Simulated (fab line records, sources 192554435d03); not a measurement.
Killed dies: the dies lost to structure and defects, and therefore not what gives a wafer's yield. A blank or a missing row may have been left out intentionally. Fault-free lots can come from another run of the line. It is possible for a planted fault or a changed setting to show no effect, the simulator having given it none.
A single fault, viewed from 3 desks || flow n5_finfet || what lay behind the numbers comes last; until then each desk has only its own

## METROLOGY DESK
Lot by lot, what the gauges showed, no matter which tool ran the lot: averages of those sampled wafers that carry a number. A lot is out of limits, marked OUT, if its mean lies more than 4 standard deviations from the usual mean; the brackets give that distance. It has 13 readings; the 7 that lie furthest out on some lot are the ones shown.
Columns: A = cd_nm at N5_ZERO_LAYER_CD_MEAS_11, usual 1998.3 nm; B = cd_nm at N5_WELL_APT_CD_MEAS_08, usual 199.6 nm; C = ION_N at N5_BEOL_M4_RC_MEAS_101, usual 674 uA/um; D = ION_P at N5_BEOL_M4_RC_MEAS_101, usual 462 uA/um; E = SS_N at N5_BEOL_M4_RC_MEAS_101, usual 71.6 mV/dec; F = VT_N at N5_BEOL_M4_RC_MEAS_101, usual 249 mV; G = VT_P at N5_BEOL_M4_RC_MEAS_101, usual -250 mV
{"lot": "L759", "first seen here": "day 2 12:52", "A": 1998.9, "B": 195.4, "C": 671, "D": 459, "E": 71.1, "F": 250, "G": -252}
{"lot": "L767", "first seen here": "day 4 12:38", "A": 1995.7, "B": 199.8, "C": 669, "D": 463, "E": 71.0, "F": 252, "G": -252}
{"lot": "L769", "first seen here": "day 5 00:38", "A": 2000.5, "B": 201.3, "C": 653, "D": 453, "E": 71.3, "F": 254, "G": -253}
{"lot": "L773", "first seen here": "day 6 00:46", "A": 1993.3, "B": 198.2, "C": 683, "D": 474, "E": 70.6, "F": 245, "G": -248}
{"lot": "L774", "first seen here": "day 6 06:58", "A": 2000.3, "B": 203.1, "C": 670, "D": 460, "E": 70.7, "F": 252, "G": -250}
{"lot": "L776", "first seen here": "day 6 18:46", "A": 1997.9, "B": 204.1, "C": 679, "D": 469, "E": 71.4, "F": 246, "G": -246}
This desk's finding: nothing out of limits on any of the 6 lots.

## THE DEFECT DESK
For each lot, the counts of the inspections along the route, averaged over the sampled wafers that have a number. A lot is out of limits, marked OUT, if its mean lies more than 4 standard deviations from the usual mean; the brackets give that distance.
Columns: A = raw_defect_count at N5_ZERO_LAYER_INSPECT_20, usual 33; B = raw_defect_count at N5_WELL_APT_INSPECT_10, usual 2.0
{"lot": "L759", "first seen here": "day 2 13:28", "A": 41, "B": 2.7}
{"lot": "L767", "first seen here": "day 4 13:15", "A": 49, "B": 2.0}
{"lot": "L769", "first seen here": "day 5 01:15", "A": 37, "B": 1.0}
{"lot": "L773", "first seen here": "day 6 01:23", "A": 31, "B": 3.3}
{"lot": "L774", "first seen here": "day 6 07:51", "A": 32, "B": 2.0}
{"lot": "L776", "first seen here": "day 6 19:23", "A": 37, "B": 2.3}
This desk's finding: nothing out of limits on any of the 6 lots.

## TOOL OWNER'S DESK, litho_track-04
The tool's own readings at N5_WELL_APT_COAT_02 (resist thk 950 nm): means of the sampled wafers that have a number, for each lot that ran on this tool. A lot is out of limits, marked OUT, if its mean lies more than 4 standard deviations from the usual mean; the brackets give that distance.
Columns: A = spin_speed_rpm at N5_WELL_APT_COAT_02, usual 1357.1 rpm
{"lot": "L769", "first seen here": "day 5 01:17", "A": 1356.0}
{"lot": "L774", "first seen here": "day 6 07:54", "A": "1485.6 (+99 or more) OUT"}
{"lot": "L776", "first seen here": "day 6 19:25", "A": "1485.0 (+99 or more) OUT"}
This desk's finding: out of limits on L774, L776; first on L774, day 6 07:54 (spin_speed_rpm at N5_WELL_APT_COAT_02). L769 stayed within limits.

## BROUGHT TOGETHER
The tool owner's desk could have raised an alarm at day 6 07:54, on L774, L776.
At the metrology desk, nothing out of limits was observed.
Nothing the defect desk looked at was out of limits.
The metrology desk holds a record of L774, L776, inside its limits.
The defect desk has L774, L776 on record, within its limits.
Every lot named ran N5_WELL_APT_COAT_02 on litho_track-04.

## WHAT THE SIMULATOR HAD PUT IN
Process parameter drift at N5_WELL_APT_COAT_02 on litho_track-04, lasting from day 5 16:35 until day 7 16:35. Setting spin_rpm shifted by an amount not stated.
Struck lots among those shown: L774, L776.
Delay in hours, fault start to first out-of-limits reading, by desk: the tool owner's desk at 15.
